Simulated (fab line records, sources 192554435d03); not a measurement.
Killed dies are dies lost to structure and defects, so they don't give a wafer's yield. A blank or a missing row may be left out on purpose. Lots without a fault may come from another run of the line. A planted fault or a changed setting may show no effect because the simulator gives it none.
Chamber matching | flow n5_finfet | N5_HKMG_FIN_ETCH_58 on rie_diel-04: 4 sister chambers
The step etches SOC in N2/H2, target depth 215.8 nm, time 741 s. 22 wafers are shown with their chamber, then 11 later ones without.

WAFERS WITH THEIR CHAMBER
wafer  | chamber | showerhead_plenum_p_Torr (Torr) | throttle_valve_pct (%) | drypump_motor_current_A (A)
L075.1 | 1       | 2.50                            | 17.48                  | 6.1
L075.3 | 3       | 2.47                            | 17.82                  | 5.7
L075.5 | 3       | 2.47                            | 17.81                  | 5.7
L076.1 | 1       | 2.50                            | 17.48                  | 6.2
L076.2 | 3       | 2.47                            | 17.82                  | 5.6
L076.5 | 0       | 2.45                            | 17.78                  | 5.5
L078.3 | 3       | 2.47                            | 17.83                  | 5.6
L078.5 | 0       | 2.45                            | 17.78                  | 5.5
L078.6 | 3       | 2.47                            | 17.83                  | 5.6
L081.1 | 1       | 2.49                            | 17.52                  | 6.2
L081.2 | 0       | 2.45                            | 17.79                  | 5.5
L081.3 | 3       | 2.47                            | 17.83                  | 5.7
L082.1 | 3       | 2.47                            | 17.85                  | 5.7
L082.3 | 0       | 2.45                            | 17.81                  | 5.5
L082.6 | 3       | 2.47                            | 17.83                  | 5.6
L083.2 | 3       | 2.47                            | 17.86                  | 5.7
L083.5 | 3       | 2.47                            | 17.84                  | 5.6
L083.6 | 2       | 2.52                            | 18.04                  | 5.8
L084.3 | 1       | 2.49                            | 17.51                  | 6.1
L084.5 | 3       | 2.47                            | 17.86                  | 5.7
L084.6 | 2       | 2.52                            | 18.03                  | 5.8
L086.1 | 0       | 2.45                            | 17.81                  | 5.5

SIGNATURES (means of the wafers above)
reading                  | chamber 0 | chamber 1 | chamber 2 | chamber 3 | scatter within a chamber
showerhead_plenum_p_Torr | 2.4500    | 2.4950    | 2.5200    | 2.4700    | 0.00236
throttle_valve_pct       | 17.7940   | 17.4975   | 18.0350   | 17.8345   | 0.0165
drypump_motor_current_A  | 5.500     | 6.150     | 5.800     | 5.655     | 0.0455
Rule: a wafer's distance from a chamber is the root of the sum, over the readings, of the square of ((its reading less the chamber's mean) divided by the reading's scatter). The wafer belongs to the nearest chamber; if the next one is less than 2 further off, it can't be placed. The scatter: the root of (the sum of the squares of (reading less its chamber's mean) over the shown wafers, divided by (wafers less chambers)).

WAFERS WITHOUT THEIR CHAMBER
wafer  | showerhead_plenum_p_Torr (Torr) | throttle_valve_pct (%) | drypump_motor_current_A (A)
L086.3 | 2.52                            | 18.07                  | 5.9
L086.4 | 2.46                            | 17.86                  | 5.7
L088.2 | 2.49                            | 17.53                  | 6.1
L088.5 | 2.52                            | 18.06                  | 5.8
L088.6 | 2.49                            | 17.52                  | 6.1
L090.1 | 2.49                            | 17.54                  | 6.1
L090.2 | 2.51                            | 18.04                  | 5.8
L090.3 | 2.46                            | 17.86                  | 5.6
L097.2 | 2.45                            | 17.90                  | 5.6
L097.3 | 2.51                            | 18.08                  | 5.9
L097.6 | 2.45                            | 17.89                  | 5.7

WHICH CHAMBER EACH WENT THROUGH
wafer  | from the rows above     | in truth
L086.3 | 2                       | 2
L086.4 | 3                       | 3
L088.2 | 1                       | 1
L088.5 | 2                       | 2
L088.6 | 1                       | 1
L090.1 | 1                       | 1
L090.2 | 2                       | 2
L090.3 | can't be placed: 3 or 0 | 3
L097.2 | 0                       | 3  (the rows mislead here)
L097.3 | 2                       | 2
L097.6 | can't be placed: 0 or 3 | 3
Placed correctly: 8 of 11. Can't be placed from these rows: 2 (the true chamber is among the candidates in 2). Placed wrongly: 1.
